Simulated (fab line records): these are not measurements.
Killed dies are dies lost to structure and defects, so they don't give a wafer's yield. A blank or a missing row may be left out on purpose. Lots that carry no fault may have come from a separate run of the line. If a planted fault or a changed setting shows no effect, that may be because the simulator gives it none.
A lot that was struck, set against a sound lot ; flow n5 finfet ; 43 out of 1938 route steps
Sound: wafers L172.2, L172.5, L172.6. Wafers L165.1, L165.2, L165.6 were the ones struck. The cause is named last.
Each step with rows lists, per side, the tool, then ch with its chambers, then its first start. Under that, the readings that differ: sound wafers ; struck wafers ; difference of the means ; sigmas: that difference in standard deviations of wafers without a fault.
alike: readings with means less than 2 such deviations apart, plus words and numbers identical on both sides. not compared: withheld readings, readings lacking a value on some wafer, bounds such as >300 that could conceal the same value, and numbers that have no deviation in the record and whose values overlap.
Wherever a step has rows on one side only, a row that says differs or no value, or a row with sigmas, the two part there. Numbers that have no deviation but don't overlap get no sigmas and don't part them. A reading that every wafer of one side lacks parts them only if that side has two wafers or more.

first, 11 steps without rows for these wafers: N5_BEOL_M4_DESCUM_33 (chemistry O2, time 7 s); N5_BEOL_M4_ETCH_77 (etches underlayer in N2/H2, target depth 6.5 nm, time 5.2 s); N5_BEOL_M4_ETCH_69 (etches SiARC in CF4, target depth 15.6 nm, time 26 s); N5_BEOL_M4_ALD_98 (deposits SiO2, target thk 2.5 nm, pulse time 1 s, co reactant pulse time 1 s); N5_BEOL_M4_ETCHBACK_99 (etches SiO2 in CHF3, target depth 5 nm, time 10.4 s); N5_BEOL_M4_ETCH_70 (etches SOC in N2/H2, target depth 80 nm, overetch 24 nm, time 130 s); N5_BEOL_M4_STRIP_71 (strips in N2/H2); N5_BEOL_M4_STRIP_78 (strips in N2/H2); N5_BEOL_M4_VIA_ETCH_34 (etches the open film in C4F6/O2, target depth 69.4 nm, time 65.9 s); N5_BEOL_M4_STRIP_83 (strips in C4F6/O2); N5_BEOL_M4_STRIP_36 (strips in N2/H2).
N5_BEOL_M4_TRENCH_ETCH_37: etches SiOC in C4F6/O2, target depth 55.555 nm, time 29.2 s.
  sound on rie diel-01 ch 0,1,3, day 13 01:02; struck on rie diel-04 ch 0,2, day 11 06:35
reading;sound;struck;difference;sigmas
oes product au (a.u.);0.72 0.76 0.74;0.94 0.87 0.95;+0.18;+3
run length s (s);53.2 51.5 52.7;54.5 54.8 55.4;+2.4;+5
showerhead plenum p Torr (Torr);2.74 2.76 2.70;3.01 2.91 3.01;+0.24;+2
model.etch.depth nm (nm);54.88 54.26 56.35;62.85 61.28 63.39;+7.34;
model.BEOL_M4.feature depth nm (nm);54.8 54.2 56.4;62.8 61.2 63.4;+7.3;
  alike: drypump motor current A, rf vpp V, throttle valve pct
  not compared: rf hours counter h
then, 2 steps without rows for these wafers: N5_BEOL_M4_ETCH_41 (etches SiCN in CH3F/O2, target depth 29.9 nm, time 52.5 s); N5_BEOL_M4_STRIP_97 (strips in N2/H2, time 10 s).
N5_BEOL_M4_OCD_MEAS_38:
  sound: ocd-01 at day 13 01:11; struck: ocd-02 at day 11 06:44
reading;sound;struck;difference;sigmas
trench depth nm (nm);55.1 54.2 55.6;63.0 61.5 63.4;+7.7;+6
then, 25 steps without rows for these wafers: N5_BEOL_M4_HM_STRIP_39 (strips TiN in peroxide tin strip, target depth 25 nm, time 158 s); N5_BEOL_M4_SRD_40 (time 30 s); N5_BEOL_M4_PRECLEAN_42 (cleans in residue remover, time 60 s); N5_BEOL_M4_SRD_43 (time 30 s); N5_BEOL_M4_DEGAS_44 (time 60 s); N5_BEOL_M4_PRE_CLEAN_45 (time 30 s); N5_BEOL_M4_ALD_84 (deposits TaN, pulse time 2 s, purge time 3 s, co reactant purge time 2 s); N5_BEOL_M4_SURFACE_TREAT_85; N5_BEOL_M4_CVD_47 (deposits Co from CCTBA/H2, target thk 3 nm, time 223.8 s); N5_BEOL_M4_SPUTTER_48 (material Cu, target thk 4.5 nm, time 8.29 s); N5_BEOL_M4_ANNEAL_49 (time 240 s); N5_BEOL_M4_SPUTTER_79 (material Cu, target thk 4.5 nm, time 8.29 s); N5_BEOL_M4_ANNEAL_80 (time 240 s); N5_BEOL_M4_SPUTTER_81 (material Cu, target thk 4.5 nm, time 8.29 s); N5_BEOL_M4_ANNEAL_82 (time 240 s); N5_BEOL_M4_SPUTTER_86 (material Cu, target thk 4.5 nm, time 8.29 s); N5_BEOL_M4_ANNEAL_87 (time 240 s); N5_BEOL_M4_SPUTTER_88 (material Cu, target thk 4.5 nm, time 8.29 s); N5_BEOL_M4_ANNEAL_89 (time 240 s); N5_BEOL_M4_SPUTTER_90 (material Cu, target thk 4.5 nm, time 8.29 s); N5_BEOL_M4_ANNEAL_91 (time 240 s); N5_BEOL_M4_SPUTTER_92 (material Cu, target thk 4.5 nm, time 8.29 s); N5_BEOL_M4_ANNEAL_93 (time 240 s); N5_BEOL_M4_SPUTTER_94 (material Cu, target thk 4.5 nm, time 8.29 s); N5_BEOL_M4_ANNEAL_95 (time 240 s).
N5_BEOL_M4_CMP_52: polishes, stops on SiOC, t overpolish 6.8 s, target thk 40 nm.
  sound on cmp-02 ch 0,3, day 13 04:52; struck on cmp-03 ch 0,1,3, day 11 10:16
reading;sound;struck;difference;sigmas
model.Cu_of_BEOL_M4_ECD_50.thk nm (nm);39.6 38.2 39.6;47.8 43.2 49.6;+7.7;
  alike: barrier field endpoint s, motor current A, overpolish run s, platen rpm, time to endpoint s
N5_BEOL_M4_RC_MEAS_101:
  sound on prober-02 ch 0, day 13 05:37; struck on prober-01 ch 0, day 11 10:47
  alike: DIBL_N, DIBL_P, IOFF_N, IOFF_P, ION_N, ION_P, SS_N, SS_P, VT_N, VT_P
then, 1 step without rows for these wafers: N5_PASSIVATION_PROBE_49.

## WHERE THEY PART
First at N5_BEOL_M4_TRENCH_ETCH_37; last, within this record, at N5_BEOL_M4_OCD_MEAS_38. Later steps at which nothing parts them and some readings are alike: N5_BEOL_M4_CMP_52, N5_BEOL_M4_RC_MEAS_101.

WHY: what the simulator had put in
Drift in process parameters on rie diel-04 at N5_BEOL_M4_TRENCH_ETCH_37, starting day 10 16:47. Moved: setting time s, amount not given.
